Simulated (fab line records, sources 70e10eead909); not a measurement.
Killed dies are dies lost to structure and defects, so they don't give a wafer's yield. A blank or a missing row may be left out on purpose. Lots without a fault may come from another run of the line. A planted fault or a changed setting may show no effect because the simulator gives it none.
Which tool did it? | flow nand_harc | 12 lots, 36 wafers sampled, at 4 steps of a route of 1302

WHAT THE GAUGES READ, wafer by wafer
NHARC_A_SGD_CUT_INSPECT_11.
lot  | measured     | on                | raw_defect_count
L076 | day 19 13:21 | defect_inspect-02 | 73 74 72
L077 | day 20 07:11 | defect_inspect-01 | 112 109 123
L078 | day 20 18:57 | defect_inspect-02 | 88 68 85
L080 | day 22 16:31 | defect_inspect-01 | 70 76 67
L083 | day 23 00:26 | defect_inspect-01 | 40 31 26
L085 | day 23 13:36 | defect_inspect-02 | 11 10 11
L088 | day 25 00:30 | defect_inspect-02 | 34 46 39
L090 | day 25 09:36 | defect_inspect-02 | 53 41 32
L091 | day 26 06:12 | defect_inspect-01 | 19 19 14
L093 | day 26 22:22 | defect_inspect-02 | 20 30 21
L095 | day 27 12:02 | defect_inspect-02 | 42 51 57
L096 | day 28 08:46 | defect_inspect-02 | 83 61 71

WHICH TOOL RAN EACH LOT (tool, then ch and the chambers of the sampled wafers, then the start)
lot  | NHARC_A_STAIRCASE_STRIP_274                   | NHARC_A_STAIRCASE_ETCH_294                    | NHARC_A_STAIRCASE_ETCHBACK_157
L076 | rie_diel-11 ch 0,3, day 19 11:34 or earlier   | rie_diel-10 ch 0,2,3, day 19 11:34 or earlier | rie_diel-02 ch 1,3, day 19 11:34
L077 | rie_diel-11 ch 0,1,3, day 20 05:23 or earlier | rie_diel-02 ch 0,2,3, day 20 05:23 or earlier | rie_diel-10 ch 1,2,3, day 20 05:23
L078 | rie_diel-11 ch 0,3, day 20 16:17 or earlier   | rie_diel-02 ch 0,3, day 20 16:17 or earlier   | rie_diel-02 ch 0,1,2, day 20 16:17
L080 | rie_diel-10 ch 0,1,3, day 22 14:43 or earlier | rie_diel-10 ch 1,2,3, day 22 14:43 or earlier | rie_diel-11 ch 0,1,3, day 22 14:43
L083 | rie_diel-11 ch 0,1,2, day 22 22:37 or earlier | rie_diel-02 ch 0,2,3, day 22 22:37 or earlier | rie_diel-02 ch 0,3, day 22 22:37
L085 | rie_diel-02 ch 2,3, day 23 11:44 or earlier   | rie_diel-10 ch 0,3, day 23 11:44 or earlier   | rie_diel-11 ch 0,1,3, day 23 11:44
L088 | rie_diel-11 ch 0,1,3, day 24 22:39 or earlier | rie_diel-02 ch 1,3, day 24 22:39 or earlier   | rie_diel-11 ch 0,1, day 24 22:39
L090 | rie_diel-10 ch 0,3, day 23 01:22              | rie_diel-11 ch 0,3, day 25 07:49 or earlier   | rie_diel-10 ch 0,1,3, day 25 07:49
L091 | rie_diel-11 ch 0,1, day 26 04:23 or earlier   | rie_diel-11 ch 0,3, day 26 04:23 or earlier   | rie_diel-11 ch 1,2, day 26 04:23
L093 | rie_diel-11 ch 0,1,2, day 26 20:42 or earlier | rie_diel-11 ch 0,3, day 26 20:42 or earlier   | rie_diel-11 ch 1,2,3, day 26 20:42
L095 | rie_diel-10 ch 1,2,3, day 27 10:23 or earlier | rie_diel-11 ch 0,2, day 27 10:23 or earlier   | rie_diel-11 ch 0,1,3, day 27 10:23
L096 | rie_diel-02 ch 2,3, day 28 06:54 or earlier   | rie_diel-02 ch 0,1, day 28 06:54 or earlier   | rie_diel-02 ch 0,3, day 28 06:54
- NHARC_A_STAIRCASE_STRIP_274: strips in O2.
- NHARC_A_STAIRCASE_ETCH_294: etches the open film in C4F8/O2/Ar, target depth 4989 nm, time 1211.6 s.
- NHARC_A_STAIRCASE_ETCHBACK_157: etches the open film in CH3F/O2, target depth 90 nm, time 167.14 s.

THE ANSWER, worked out from the rows above alone
Rule: what is usual is taken from the lots themselves. Put in order of their means at a reading, lots are off if they are a third of the lots or fewer, leave a main group of 4 or more, and stand apart from it by a gap of 3 or more times the standard deviation of the main group's means; of several such gaps the widest counts. A main group whose means are all the same, to the digits that the tables above print for the reading, isn't used. A lot without any number at a reading at which 4 lots or more have one is off too. The other lots that the step has rows for count as sound.
No lot is off at any reading shown: from this, nothing can be told.

WHAT THE SIMULATOR HAD PUT IN
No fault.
